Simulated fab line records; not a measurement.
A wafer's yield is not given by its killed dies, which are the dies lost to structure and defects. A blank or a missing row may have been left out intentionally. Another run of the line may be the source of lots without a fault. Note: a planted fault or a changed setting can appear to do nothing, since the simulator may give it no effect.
Matching of chambers    flow nand-harc    NHARC_A_CONTACT_ETCH_106 on rie-diel-09 has 4 sister chambers
The step etches the open film in CF4/O2, target depth 90 nm, overetch 9 nm, time 49.5 s. 8 wafers are shown with their chamber, then 7 later ones without.

== WAFERS PAIRED WITH THEIR CHAMBERS ==
wafer   chamber  drypump-motor-current-A (A)  showerhead-plenum-p-Torr (Torr)
L080.5  1        4.7                          1.34
L086.3  3        6.5                          1.33
L086.6  2        6.1                          1.42
L090.3  0        6.0                          1.24
L090.4  3        6.4                          1.32
L090.6  2        6.2                          1.42
L091.3  0        6.0                          1.45
L091.4  1        4.7                          1.33

== WAFERS MISSING THEIR CHAMBER ==
wafer   drypump-motor-current-A (A)  showerhead-plenum-p-Torr (Torr)
L091.6  4.7                          1.33
L094.2  4.7                          1.33
L094.4  6.0                          1.44
L094.6  4.7                          1.33
L097.2  4.7                          1.33
L097.4  6.0                          1.44
L097.6  6.0                          1.44

== WHICH CHAMBER EACH ONE RAN IN ==
wafer   from the rows above      in truth
L091.6  1                        1
L094.2  1                        1
L094.4  can't be placed: 0 or 2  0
L094.6  1                        1
L097.2  1                        1
L097.4  can't be placed: 0 or 2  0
L097.6  can't be placed: 0 or 2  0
Placed correctly: 4 of 7. From these rows, 3 cannot be placed; in 3 the true chamber is one of the candidates. 0 placed wrongly.
How it was worked out, from the rows above alone: a wafer's distance from a chamber is the root of the sum, over the readings, of the square of ((its reading less the chamber's mean) divided by the reading's scatter). If the next closest chamber is less than 2 further off than the closest, the wafer can't be placed; otherwise it belongs to the closest. The mean given for a chamber averages the wafers shown for that chamber. The scatter: the root of (the sum of the squares of (reading less its chamber's mean) over the shown wafers, divided by (wafers less chambers)).
